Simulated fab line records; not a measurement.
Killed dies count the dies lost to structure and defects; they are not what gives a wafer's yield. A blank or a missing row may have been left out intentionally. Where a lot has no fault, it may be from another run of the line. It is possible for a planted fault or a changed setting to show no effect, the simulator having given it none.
fab line records ; flow n5_finfet
record: lots: 5; wafers: 15; last_day: 17
route steps=1938 shown MOL_CONTACT_COAG@529 BEOL_M4@1111 PASSIVATION@1936
lots untouched by any fault: they come from a run of this same line in which no faults occurred
start_h: start of the lot's first displayed wafer, in hours after the record's first day ; wait_h: hours elapsed since this lot's preceding step ; " unchanged from the row above ; L1.1+2: a row that stands for several wafers ; - no value, or no start given ; * or withheld: withheld ; < > ~ a bound
route shown NAME@n: a module of which the file shows steps, and the number in the route of the first ; usual: mean/standard deviation taken from wafers without a fault ; same: alike in all rows ; chamber/n: place in a boat ; sites: the reading at each site ; _std_site: standard deviation across them ; _edge_site: outer sites' mean less inner sites' ; radius_mm: how far each site lies from the wafer's centre ; mask NAME#n: copy n ; behind: the tool/chamber that last shaped the wafer ; hold: what put the lot on hold/how long, in hours/how the hold closed ; device: the n, p or np transistor that did not switch ; end of line: tests run on the same wafers once the route is complete ; where a step has no rows: the recipe by itself ; killed: not the wafer's yield, but the dies lost to structure and defects at the first sort ; map: shows each die of a wafer: x if killed, . if not, _ if none is there
set.NAME: setting as actually run; set.NAME@STEP: the setting as run at that earlier step ; model.NAME: the simulator's own value behind a step, which no gauge read
lots at some steps of the route; a table a step, a row a wafer
services: when a tool's chamber went out of use (start_h, in hours from the record's first day, below 0 if earlier), for how many hours, and the reason
== steps ==
step: N5_MOL_CONTACT_COAG_DESCUM_13
recipe: chemistry: O2; time_s: 7; source_power_w: 50; bias_power_w: 20; pressure_mtorr: 20; rf_frequency_hz: 2.712e+07; temp_c: 40; resist: CAR-EUV; o2_flow_sccm: 225
step: N5_MOL_CONTACT_COAG_ETCH_59
recipe: chemistry: N2/H2; target: underlayer; target_depth_a: 130; mask_material: CAR-EUV; time_s: 10.4; ion_energy_ev: 200; pressure_mtorr: 30; source_w: 840; bias_w: 150; n2_flow_sccm: 200; h2_flow_sccm: 200; ends: cleared
step: N5_MOL_CONTACT_COAG_ETCH_105
recipe: chemistry: CF4; target: SiARC; target_depth_a: 156; mask_material: CAR-EUV; time_s: 26; ion_energy_ev: 80; pressure_mtorr: 40; source_w: 545; bias_w: 36; Ar_flow_sccm: 100; cf4_flow_sccm: 100; ends: cleared
step: N5_MOL_CONTACT_COAG_ETCH_106
recipe: chemistry: N2/H2; target: SOC; target_depth_a: 800; overetch_a: 160; mask_material: SiARC; temp_c: 40; time_s: 120; ion_energy_ev: 200; pressure_mtorr: 30; source_w: 840; bias_w: 150; n2_flow_sccm: 200; h2_flow_sccm: 200
step: N5_MOL_CONTACT_COAG_STRIP_107
recipe: chemistry: N2/H2; temp_c: 40; n2_flow_sccm: 200; h2_flow_sccm: 200; rf_frequency_hz: 6e+07
step: N5_MOL_CONTACT_COAG_STRIP_108
recipe: chemistry: N2/H2; temp_c: 40; n2_flow_sccm: 200; h2_flow_sccm: 200; rf_frequency_hz: 6e+07
step: N5_MOL_CONTACT_COAG_CONTACT_ETCH_14
recipe: chemistry: C4F6/O2; target: SiO2; target_depth_a: 275; overetch_a: 85; mask_material: SOC; pressure_mtorr: 30; source_w: 370; bias_w: 185; Ar_flow_sccm: 300; C4F6_flow_sccm: 16; O2_flow_sccm: 10; time_s: 20; ion_energy_ev: 259.6
step: N5_MOL_CONTACT_COAG_STRIP_109
recipe: chemistry: C4F6/O2; resist: SiARC; rf_frequency_hz: 6e+07
step: N5_MOL_CONTACT_COAG_ETCH_15
recipe: chemistry: CH3F/O2; target: SiNx; target_depth_a: 70; mask_material: SOC; stop_on: Si:P; over_etch_frac: 0.75; ion_energy_ev: 120; pressure_mtorr: 30; source_w: 395; bias_w: 73; Ar_flow_sccm: 150; CH3F_flow_sccm: 30; O2_flow_sccm: 20
usual: O2_flow_sccm: 20.01/0.064; drypump_motor_current_A: 5.5/0.54; oes_product_au: 0.60/0.066; rf_vpp_V: 296.4/2.6; showerhead_plenum_p_Torr: 2.02/0.066; throttle_valve_pct: 16.25/0.21
lot.wafer;tool;chamber;start_h;wait_h;O2_flow_sccm;drypump_motor_current_A;oes_product_au;rf_hours_counter_h;rf_vpp_V;showerhead_plenum_p_Torr;throttle_valve_pct
L588.1;rie_diel-04;2;100.19;0.0;20.01;5.7;0.60;83;295.9;2.02;16.34
L588.3;rie_diel-04;0;100.19;0.0;20.05;5.8;0.51;236;293.7;1.97;16.57
L588.6;rie_diel-04;0;100.19;0.0;20.07;5.8;0.51;-;293.9;1.97;16.56
L589.3;rie_diel-02;3;110.91;0.0;19.99;4.7;0.55;170;295.4;2.00;16.35
L589.4;rie_diel-02;0;110.91;0.0;20.04;6.2;0.49;-;289.1;1.89;16.51
L589.5;rie_diel-02;1;110.91;0.0;20.04;4.9;0.62;-;296.6;2.02;16.05
L594.2;rie_diel-03;1;140.93;0.0;20.00;5.7;0.71;6;294.5;2.06;16.01
L594.3;rie_diel-03;3;140.93;0.0;20.02;4.9;0.53;177;299.7;1.99;16.40
L594.6;rie_diel-03;0;140.93;0.0;19.91;6.0;0.64;-;296.4;2.11;16.16
L601.3;rie_diel-02;0;180.53;0.0;19.99;6.2;0.69;8;294.8;2.13;16.04
L601.5;rie_diel-02;3;180.53;0.0;20.00;4.7;0.54;-;296.9;1.99;16.39
L601.6;rie_diel-02;2;180.53;0.0;19.98;5.5;0.67;-;295.6;1.97;16.06
L609.1;rie_diel-02;1;233.62;0.0;20.02;4.9;0.58;104;295.8;2.01;16.14
L609.5;rie_diel-02;3;233.62;0.0;19.97;4.7;0.53;-;296.5;1.98;16.44
L609.6;rie_diel-02;1;233.62;0.0;20.07;4.9;0.59;-;296.6;2.01;16.14
step: N5_MOL_CONTACT_COAG_ETCH_110
recipe: chemistry: CF4/O2; target: Si; target_depth_a: 25; time_s: 8; pressure_mtorr: 100; source_w: 200; bias_w: 12; ion_energy_ev: 60; Ar_flow_sccm: 100; cf4_flow_sccm: 100; O2_flow_sccm: 10
step: N5_MOL_CONTACT_COAG_STRIP_98
recipe: chemistry: N2/H2; power_w: 500; temp_c: 40; pressure_mtorr: 50; rf_frequency_hz: 6e+07; overash_fraction: 0.3; bias_power_w: 8; h2_frac: 0.5; n2_flow_sccm: 300; h2_flow_sccm: 300
step: N5_MOL_CONTACT_COAG_CD_MEAS_99
recipe: target_cd_nm: 17.2; polarity: opening
usual: cd_nm: 17.2/0.31
lot.wafer;tool;chamber;start_h;wait_h;cd_nm
L588.1;cd_sem-03;-;100.37;-;16.9
L588.3;cd_sem-03;-;100.37;-;17.1
L588.6;cd_sem-03;-;100.37;-;16.8
L589.3;cd_sem-03;-;111.09;-;16.6
L589.4;cd_sem-03;-;111.09;-;16.8
L589.5;cd_sem-03;-;111.09;-;16.9
L594.2;cd_sem-03;-;141.11;-;17.3
L594.3;cd_sem-03;-;141.11;-;17.2
L594.6;cd_sem-03;-;141.11;-;16.9
L601.3;cd_sem-03;-;180.71;-;17.0
L601.5;cd_sem-03;-;180.71;-;16.9
L601.6;cd_sem-03;-;180.71;-;17.1
L609.1;cd_sem-03;-;233.80;-;17.1
L609.5;cd_sem-03;-;233.80;-;16.8
L609.6;cd_sem-03;-;233.80;-;16.8
step: N5_MOL_CONTACT_COAG_IMPLANT_129
recipe: species: Ge; energy_kev: 3; dose_cm2: 6e+14; tilt_deg: 0; rotation_deg: 0
usual: beam_energy_keV: 3.0001/0.001; end_station_pressure_torr: 5.9e-06/3.3e-07
lot.wafer;tool;chamber;start_h;wait_h;beam_energy_keV;end_station_pressure_torr;model.implant.rp_nm;model.implant.drp_nm
L588.1;implanter-01;0;100.40;0.0;3.0005;6e-06;6.095;2.134
L588.3;implanter-01;0;100.40;0.0;3.0001;6.1e-06;6.095;2.134
L588.6;implanter-01;0;100.40;0.0;3.0002;5.8e-06;6.095;2.134
L589.3;implanter-01;0;111.18;0.1;2.9997;5.5e-06;6.251;2.134
L589.4;implanter-01;0;111.18;0.1;3.0003;5.6e-06;6.251;2.134
L589.5;implanter-01;0;111.18;0.1;2.9998;6.1e-06;6.251;2.134
L594.2;implanter-02;0;141.17;0.1;2.9989;6.1e-06;5.971;2.134
L594.3;implanter-02;0;141.17;0.1;3.0013;6.2e-06;5.971;2.134
L594.6;implanter-02;0;141.17;0.1;3.0009;5.9e-06;5.971;2.134
L601.3;implanter-01;0;180.80;0.1;1.1446;7.9e-06;3.693;1.195
L601.5;implanter-01;0;180.80;0.1;1.1448;7.6e-06;3.693;1.195
L601.6;implanter-01;0;180.80;0.1;1.1433;7.8e-06;3.693;1.195
L609.1;implanter-02;0;233.83;0.0;3.0018;6.3e-06;5.953;2.134
L609.5;implanter-02;0;233.83;0.0;2.9993;6.4e-06;5.953;2.134
L609.6;implanter-02;0;233.83;0.0;3.0002;6e-06;5.953;2.134
step: N5_MOL_CONTACT_COAG_PRECLEAN_111
recipe: chemistry: NF3:NH3; afs_cycles: 1; temp_c: 30; time_s: 20; sublimation_temp_c: 180; sublimation_time_s: 60; pressure_torr: 3; rf_power_w: 30
step: N5_MOL_CONTACT_COAG_TI_SIL_19
recipe: material: Ti; target_thk_a: 42; temp_c: 200; chamber_pressure_pa: 5; power_w: 5000; time_s: 15
step: N5_MOL_CONTACT_COAG_ALD_20
recipe: material: TiN; target_thk_a: 15; temp_c: 400; ald_precursor_family: TiCl4; ald_co_reactant: NH3; pulse_time_s: 1; purge_time_s: 3; co_reactant_purge_time_s: 2; co_reactant_pulse_time_s: 2; ald_cycles: 68; pressure_torr: 3
step: N5_MOL_CONTACT_COAG_SIL_ANNEAL_21
recipe: temp_c: 550; time_s: 60; ambient: N2
step: N5_MOL_CONTACT_COAG_PRE_CLEAN_141
recipe: gas: H2/He; time_s: 60; temp_c: 300
step: N5_MOL_CONTACT_COAG_SPUTTER_143
recipe: material: Co; target_thk_a: 25; temp_c: 25; chamber_pressure_pa: 0.2
step: N5_MOL_CONTACT_COAG_CO_FILL_22
recipe: material: Co; target_thk_a: 200; temp_c: 200; precursor: CCTBA/H2; pressure_torr: 30
step: N5_MOL_CONTACT_COAG_ANNEAL_113
recipe: temp_c: 400; time_s: 300; ambient: H2/N2
step: N5_MOL_CONTACT_COAG_PRE_CLEAN_142
recipe: gas: H2/He; time_s: 60; temp_c: 300
step: N5_MOL_CONTACT_COAG_SPUTTER_130
recipe: material: Co; target_thk_a: 475; temp_c: 25; chamber_pressure_pa: 0.5; power_w: 3000
usual: substrate_temp_c: 25.00/0.1; susceptor_temp_C: 25.01/0.11; throttle_valve_pct: 30.3/0.89
lot.wafer;tool;chamber;start_h;wait_h;substrate_temp_c;susceptor_temp_C;throttle_valve_pct
L588.1;pvd_sputter-03;-;104.78;0.0;25.18;25.21;31.7
L588.3;pvd_sputter-03;-;104.78;0.0;25.06;24.96;29.0
L588.6;pvd_sputter-03;-;104.78;0.0;24.96;25.06;30.5
L589.3;pvd_sputter-02;-;117.78;0.0;25.00;25.00;29.6
L589.4;pvd_sputter-02;-;117.78;0.0;24.93;25.10;31.6
L589.5;pvd_sputter-02;-;117.78;0.0;25.11;25.04;29.9
L594.2;pvd_sputter-02;-;147.30;0.0;25.11;24.97;29.9
L594.3;pvd_sputter-02;-;147.30;0.0;25.00;24.93;29.8
L594.6;pvd_sputter-02;-;147.30;0.0;24.91;24.90;30.1
L601.3;pvd_sputter-02;-;185.76;0.0;24.90;24.81;31.7
L601.5;pvd_sputter-02;-;185.76;0.0;25.07;24.82;30.7
L601.6;pvd_sputter-02;-;185.76;0.0;25.04;24.93;29.7
L609.1;pvd_sputter-01;-;239.87;0.0;24.92;25.08;30.8
L609.5;pvd_sputter-01;-;239.87;0.0;25.08;24.98;28.7
L609.6;pvd_sputter-01;-;239.87;0.0;24.84;25.01;30.6
step: N5_MOL_CONTACT_COAG_PRECLEAN_125
recipe: chemistry: DIW; time_s: 57.5; temp_c: 23
step: N5_MOL_CONTACT_COAG_SRD_126
recipe: dry_time_s: 32; dry: n2_spin; spin_rpm: 1500
step: N5_MOL_CONTACT_COAG_CMP_23
recipe: stop_on: SiO2; t_overpolish_s: 1.5; post_cmp_clean: cu_alkaline; down_force_psi: 2; platen_rpm: 50.289; pad_velocity_m_s: 1.0006; target_thk_nm: 0
usual: motor_current_A: 8.2/0.85; overpolish_run_s: 1.499/0.0094; pad_life_wafers: 971/470; time_to_endpoint_s: 8.9/1.8
lot.wafer;tool;chamber;start_h;wait_h;motor_current_A;overpolish_run_s;pad_life_wafers;time_to_endpoint_s
L588.1;cmp-04;1;104.96;0.0;7.3;1.483;2016;11.3
L588.3;cmp-04;2;104.96;0.0;7.5;1.504;2017;8.3
L588.6;cmp-04;1;104.96;0.0;8.0;1.497;-;8.6
L589.4;cmp-01;1;117.96;0.0;10.9;1.489;942;7.1
L589.3;cmp-01;2;117.96;0.0;7.7;1.492;943;11.1
L589.5;cmp-01;2;117.96;0.0;7.2;1.490;-;9.7
L594.2;cmp-03;3;147.48;0.0;7.5;1.486;714;9.0
L594.3;cmp-03;1;147.48;0.0;8.6;1.489;716;8.9
L594.6;cmp-03;3;147.48;0.0;7.8;1.496;-;9.1
L601.3;cmp-04;2;186.01;0.1;7.5;1.507;560;10.8
L601.6;cmp-04;0;186.01;0.1;7.8;1.495;-;10.1
L601.5;cmp-04;1;186.01;0.1;7.7;1.496;-;12.0
L609.1;cmp-01;1;240.13;0.1;10.6;1.507;1754;8.7
L609.6;cmp-01;3;240.13;0.1;8.0;1.484;-;8.8
L609.5;cmp-01;0;240.13;0.1;8.9;1.505;-;9.3
step: N5_MOL_CONTACT_COAG_WET_ETCH_26
recipe: target: Co; target_depth_nm: 13
step: N5_MOL_CONTACT_COAG_WET_ETCH_116
recipe: chemistry: SC1-inhibited; target_depth_nm: 4.6; dry: ipa_marangoni; rinse_time_s: 30; rinse_temp_c: 23
step: N5_MOL_CONTACT_COAG_ALD_27
recipe: material: SiOC; target_thk_a: 170; temp_c: 400; ald_precursor_family: carbosiloxane; ald_co_reactant: H2-plasma; pulse_time_s: 1.5; time_s: 2720; purge_time_s: 2; co_reactant_purge_time_s: 2; ald_cycles: 340; pressure_torr: 2
usual: heater_power_w: 804/83; precursor_pulse_height_rel: 1.000/0.023; susceptor_temp_C: 400.03/0.25
lot.wafer;tool;chamber;start_h;wait_h;heater_power_w;precursor_pulse_height_rel;susceptor_temp_C
L588.1;ald_sin-01;3;105.78;0.0;769;0.965;399.88
L588.3;ald_sin-01;1;105.78;0.0;920;1.008;399.96
L588.6;ald_sin-01;0;105.78;0.0;843;1.031;399.94
L589.3;ald_sin-02;2;118.78;0.0;786;1.016;400.27
L589.4;ald_sin-02;3;118.78;0.0;748;0.971;400.09
L589.5;ald_sin-02;1;118.78;0.0;704;1.007;399.93
L594.2;ald_sin-02;3;148.33;0.0;757;0.979;400.14
L594.3;ald_sin-02;1;148.33;0.0;718;1.035;400.28
L594.6;ald_sin-02;1;148.33;0.0;716;1.016;400.12
L601.3;ald_sin-02;3;187.04;0.3;755;1.004;400.07
L601.5;ald_sin-02;3;187.04;0.3;764;0.978;399.85
L601.6;ald_sin-02;0;187.04;0.3;678;1.009;400.10
L609.1;ald_sin-02;2;240.88;0.0;804;0.979;400.04
L609.5;ald_sin-02;2;240.88;0.0;807;1.014;400.11
L609.6;ald_sin-02;3;240.88;0.0;757;0.988;400.09
step: N5_MOL_CONTACT_COAG_CMP_28
recipe: stop_on: SiNx; t_overpolish_s: 0.85; post_cmp_clean: alkaline_brush; down_force_psi: 4.15; platen_rpm: 51.8; pad_velocity_m_s: 1.0307; target_thk_nm: 14.522
step: N5_MOL_CONTACT_COAG_THK_MEAS_29
recipe: reads: SiNx_of_GATE_CUT_PECVD_57+SiNx_of_GATE_CUT_SAC_CAP_01
usual: MD_CAP_THK: 17.90/0.082
lot.wafer;tool;chamber;start_h;wait_h;MD_CAP_THK[nm]
L588.1;film_metro-01;-;107.64;-;17.90
L588.3;film_metro-01;-;107.64;-;17.95
L588.6;film_metro-01;-;107.64;-;17.93
L589.3;film_metro-02;-;120.65;-;17.79
L589.4;film_metro-02;-;120.65;-;17.84
L589.5;film_metro-02;-;120.65;-;17.74
L594.2;film_metro-02;-;150.26;-;17.82
L594.3;film_metro-02;-;150.26;-;17.81
L594.6;film_metro-02;-;150.26;-;17.85
L601.3;film_metro-02;-;188.90;-;18.01
L601.5;film_metro-02;-;188.90;-;17.88
L601.6;film_metro-02;-;188.90;-;17.88
L609.1;film_metro-01;-;242.74;-;17.81
L609.5;film_metro-01;-;242.74;-;17.98
L609.6;film_metro-01;-;242.74;-;17.78
step: N5_MOL_CONTACT_COAG_ALD_123
recipe: material: SiNx; target_thk_a: 50; temp_c: 400; ald_precursor_family: SiH2I2; ald_co_reactant: N2/H2-plasma; pulse_time_s: 1; purge_time_s: 2; co_reactant_purge_time_s: 2; ald_cycles: 100; pressure_torr: 2
usual: heater_power_w: 815/97; precursor_pulse_height_rel: 1.000/0.019; susceptor_temp_C: 400.00/0.22
lot.wafer;tool;chamber;start_h;wait_h;heater_power_w;precursor_pulse_height_rel;susceptor_temp_C
L588.1;ald_sin-01;2;109.00;1.4;886;1.006;400.05
L588.3;ald_sin-01;0;109.00;1.4;863;0.975;399.81
L588.6;ald_sin-01;0;109.00;1.4;876;1.056;400.22
L589.3;ald_sin-04;3;120.69;0.0;1055;1.031;399.72
L589.4;ald_sin-04;1;120.69;0.0;746;0.979;400.08
L589.5;ald_sin-04;2;120.69;0.0;735;0.989;399.58
L594.2;ald_sin-04;1;150.56;0.3;778;1.019;399.28
L594.3;ald_sin-04;3;150.56;0.3;1085;0.995;399.93
L594.6;ald_sin-04;2;150.56;0.3;753;0.969;399.89
L601.3;ald_sin-01;2;190.37;1.5;906;0.990;400.05
L601.5;ald_sin-01;0;190.37;1.5;862;1.014;399.99
L601.6;ald_sin-01;1;190.37;1.5;914;0.962;400.22
L609.1;ald_sin-02;1;242.91;0.2;719;1.032;399.76
L609.5;ald_sin-02;2;242.91;0.2;808;1.008;399.96
L609.6;ald_sin-02;3;242.91;0.2;735;1.019;400.14
step: N5_MOL_CONTACT_COAG_PECVD_31
recipe: material: SiO2; target_thk_a: 460; temp_c: 400; precursor: TEOS/O2; pressure_torr: 6.5; rf_w: withheld; teos_flow_sccm: withheld; gas: O2; flow_sccm: 2650; time_s: 8.9
step: N5_MOL_CONTACT_COAG_COAT_75
recipe: resist: SOC; temp_c: 250; time_s: 60; spin_rpm: 1500; resist_thk_nm: 60
step: N5_MOL_CONTACT_COAG_COAT_76
recipe: resist: SiARC; temp_c: 220; time_s: 60; spin_rpm: 1500; resist_thk_nm: 10
step: N5_MOL_CONTACT_COAG_COAT_77
recipe: resist: underlayer; temp_c: 205; time_s: 60; spin_rpm: 1500; resist_thk_nm: 10
step: N5_MOL_CONTACT_COAG_COAT_78
recipe: resist: CAR-EUV; spin_rpm: 1500; resist_thk_nm: 40
step: N5_MOL_CONTACT_COAG_EBR_80
recipe: solvent: PGMEA; ebr_width_mm: 1.5
step: N5_MOL_CONTACT_COAG_SOFTBAKE_79
recipe: temp_c: 110; time_s: 60; resist: CAR-EUV
step: N5_MOL_CONTACT_COAG_EXPOSE_81
recipe: mask_id: VG; na: 0.33; source_shape: annular; sigma_inner: 0.3; sigma_outer: 0.7; polarization: unpolarized; defocus_nm: 0; dose_mj: 59.5
step: N5_BEOL_M4_RC_MEAS_101
usual: DIBL_N: 36.2/1.4; DIBL_P: 36.1/1.5; IOFF_N: 0.153/0.02; IOFF_P: 0.215/0.03; ION_N: 672/8.6; ION_P: 463/6.8; RC_DENSE_N: 19.0/0.36; RC_DENSE_P: 23.8/0.49; RC_N: 15.53/0.29; RC_P: 19.4/0.4; SS_N: 71.5/0.47; SS_P: 73.3/0.57; VT_N: 250.6/2.4; VT_P: -249/3.2
lot.wafer;tool;chamber;start_h;wait_h;DIBL_N[mV/V];DIBL_P[mV/V];IOFF_N[nA/um];IOFF_P[nA/um];ION_N[uA/um];ION_P[uA/um];RC_DENSE_N[ohm.um];RC_DENSE_P[ohm.um];RC_N[ohm.um];RC_P[ohm.um];SS_N[mV/dec];SS_P[mV/dec];VT_N[mV];VT_P[mV]
L588.1;prober-01;0;175.80;0.0;37.5;37.1;0.164;0.230;666;460;19.4;24.6;15.78;20.1;71.9;73.2;247.6;-246
L588.3;prober-01;0;175.80;0.0;37.1;36.5;0.158;0.221;672;464;19.0;24.1;15.64;19.9;71.9;73.6;248.6;-248
L588.6;prober-01;0;175.80;0.0;37.1;36.4;0.157;0.226;673;465;19.4;24.3;15.81;20.0;72.1;73.5;251.6;-247
L589.3;prober-01;0;179.43;0.3;36.5;35.2;0.152;0.208;687;467;18.9;24.0;15.47;19.7;71.3;73.0;248.7;-249
L589.4;prober-01;0;179.43;0.3;38.1;37.0;0.178;0.239;680;459;19.1;24.1;15.66;19.6;71.5;73.4;245.5;-247
L589.5;prober-01;0;179.43;0.3;36.6;35.4;0.160;0.210;678;464;19.0;24.1;15.36;19.7;71.4;73.2;248.0;-247
L594.2;prober-02;0;219.82;0.2;35.8;36.5;0.136;0.194;660;450;18.8;23.7;15.64;19.1;71.9;73.3;252.8;-254
L594.3;prober-02;0;219.82;0.2;35.6;37.2;0.150;0.212;675;469;18.4;23.2;15.20;19.0;71.8;73.2;250.4;-251
L594.6;prober-02;0;219.82;0.2;36.1;37.8;0.153;0.216;671;468;19.1;23.9;15.58;19.4;71.8;73.2;253.2;-250
L601.3;prober-02;0;269.00;0.3;36.9;36.9;0.165;0.219;674;459;25.8;31.7;20.82;25.9;71.6;73.2;247.3;-252
L601.5;prober-02;0;269.00;0.3;36.6;36.1;0.158;0.208;657;456;26.1;32.4;21.03;26.6;72.0;73.0;249.0;-251
L601.6;prober-02;0;269.00;0.3;35.6;35.5;0.138;0.201;659;455;25.4;31.8;20.79;26.0;71.6;73.2;251.2;-252
L609.1;prober-01;0;302.24;0.0;35.2;36.1;0.153;0.209;676;469;19.1;24.3;15.73;19.5;71.8;73.9;249.3;-250
L609.5;prober-01;0;302.24;0.0;35.6;36.2;0.155;0.210;680;468;19.2;24.2;15.69;19.7;72.0;73.4;251.8;-248
L609.6;prober-01;0;302.24;0.0;35.0;35.7;0.150;0.203;674;463;19.0;23.8;15.40;19.5;71.2;73.1;249.8;-251
step: N5_PASSIVATION_PROBE_49
usual: defect_limited_yield: 91.3/1.3; killed_at_M0_to_M3: 35/13; killed_at_M4_up: 13/5.2; killed_at_contacts: 12/6.2; killed_at_front_end: 39/9.6; killed_at_other: 3.1/2.6; killed_dies: 102/16; killed_open: 68/13; killed_short: 33/6.9; sort_bin_5_function: 5.1/0.87; sort_bin_6_memory: 3.3/0.67; sort_n_pass: 1078/16; sort_yield_pct: 91.3/1.3
same: gross_dies: 1180; killed_at_back_side: 0; sort_bin_4_leakage[%]: 0; sort_bin_8_speed[%]: 0
lot.wafer;tool;chamber;start_h;wait_h;defect_limited_yield[%];killed_at_M0_to_M3;killed_at_M4_up;killed_at_contacts;killed_at_front_end;killed_at_other;killed_dies;killed_open;killed_short;sort_bin_5_function[%];sort_bin_6_memory[%];sort_n_pass;sort_yield_pct[%]
L588.1;prober-01;-;273.50;0.0;90.6;41;20;13;37;0;111;70;39;5.5;3.6;1069;90.6
L588.3;prober-01;-;273.60;0.1;89.2;29;9;36;48;5;127;92;34;6.9;3.3;1053;89.2
L588.6;prober-01;-;273.75;0.3;92.5;28;10;10;39;2;89;59;29;4.6;2.6;1091;92.5
killed by level:class
L588.1 BEOL_M1:geometric_particle:open=12 FIN_SAQP:geometric_particle:open=11 MOL_CONTACT_COAG:geometric_particle:open=9 FIN_SAQP:geometric_particle:short=8 BEOL_M3:geometric_particle:open=7 BEOL_M0_SAQP:geometric_particle:open=6 BEOL_M4:geometric_particle:open=6 BEOL_M1:geometric_particle:short=5
L588.3 MOL_CONTACT_COAG:geometric_particle:open=29 STI_FIN_REVEAL:geometric_particle:open=22 FIN_SAQP:geometric_particle:open=11 BEOL_M1:geometric_particle:short=9 MOL_CONTACT_COAG:geometric_particle:short=7 BEOL_M3:geometric_particle:open=7 BEOL_M1:geometric_particle:open=6 BEOL_M4:geometric_particle:open=4
L588.6 BEOL_M2:geometric_particle:open=10 FIN_SAQP:geometric_particle:open=9 STI_FIN_REVEAL:geometric_particle:open=7 MOL_CONTACT_COAG:geometric_particle:open=7 BEOL_M0_SAQP:geometric_particle:short=6 STARTING-WAFER:geometric_particle:short=6 DUMMY_GATE:geometric_particle:open=5 BEOL_M4:geometric_particle:open=5
== services ==
tool;chamber;start_h;hours;kind
ald_sin-01;2;84.94;3.2;repair
ald_sin-02;-;85.37;14.0;pm
implanter-01;-;87.21;4.2;repair
implanter-02;-;92.09;2.6;repair
cmp-01;-;97.63;1.3;repair
cmp-04;-;99.42;1.5;repair
cmp-01;-;107.53;3.9;pm
cmp-04;-;119.65;4.0;pm
ald_sin-02;3;124.49;4.0;repair
cmp-04;-;125.54;2.5;repair
rie_diel-03;3;130.40;1.7;repair
cmp-01;-;140.37;18.0;pm
pvd_sputter-03;-;140.90;4.9;repair
rie_diel-04;0;148.40;7.8;repair
rie_diel-04;2;154.57;4.1;repair
implanter-01;-;171.57;6.0;repair
ald_sin-04;-;175.44;2.3;repair
implanter-01;-;177.60;3.0;pm
cmp-04;-;181.50;0.7;repair
implanter-02;-;191.35;23.6;pm
rie_diel-02;-;215.16;4.3;pm
rie_diel-02;2;225.53;14.6;repair
cmp-01;-;227.14;8.5;repair
cmp-04;-;233.26;0.4;repair
== key ==
first_sign: step: N5_MOL_CONTACT_COAG_IMPLANT_129; reading: beam_energy_keV; direction: down; sigmas: 99+; usual: 3.0001; struck: 1.1442
effect: step: N5_MOL_CONTACT_COAG_IMPLANT_129; reading: end_station_pressure_torr; direction: up; sigmas: 5.8; usual: 5.9e-06; struck: 7.8e-06
effect: step: N5_BEOL_M4_RC_MEAS_101; reading: RC_N; direction: up; sigmas: 19; usual: 15.53; struck: 20.88
effect: step: N5_BEOL_M4_RC_MEAS_101; reading: RC_DENSE_N; direction: up; sigmas: 18; usual: 19.0; struck: 25.8
effect: step: N5_BEOL_M4_RC_MEAS_101; reading: RC_P; direction: up; sigmas: 17; usual: 19.4; struck: 26.2
effect: step: N5_BEOL_M4_RC_MEAS_101; reading: RC_DENSE_P; direction: up; sigmas: 17; usual: 23.8; struck: 32.0
model_effect: step: N5_MOL_CONTACT_COAG_IMPLANT_129; value: implant.rp_nm; without: 6.125; struck: 3.693
met_at N5_MOL_CONTACT_COAG_IMPLANT_129
struck_wafers L601.3,L601.5,L601.6
onset_between 111.18 180.80
fault: kind: process_parameter_drift; tool: implanter-01; chamber: -; onset_h: 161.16; steps: N5_MOL_CONTACT_COAG_IMPLANT_129; channel: energy_kev; offset: -1.8567; shape: step; end_h: 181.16; acts_in: these_recipes_only; stated: 3
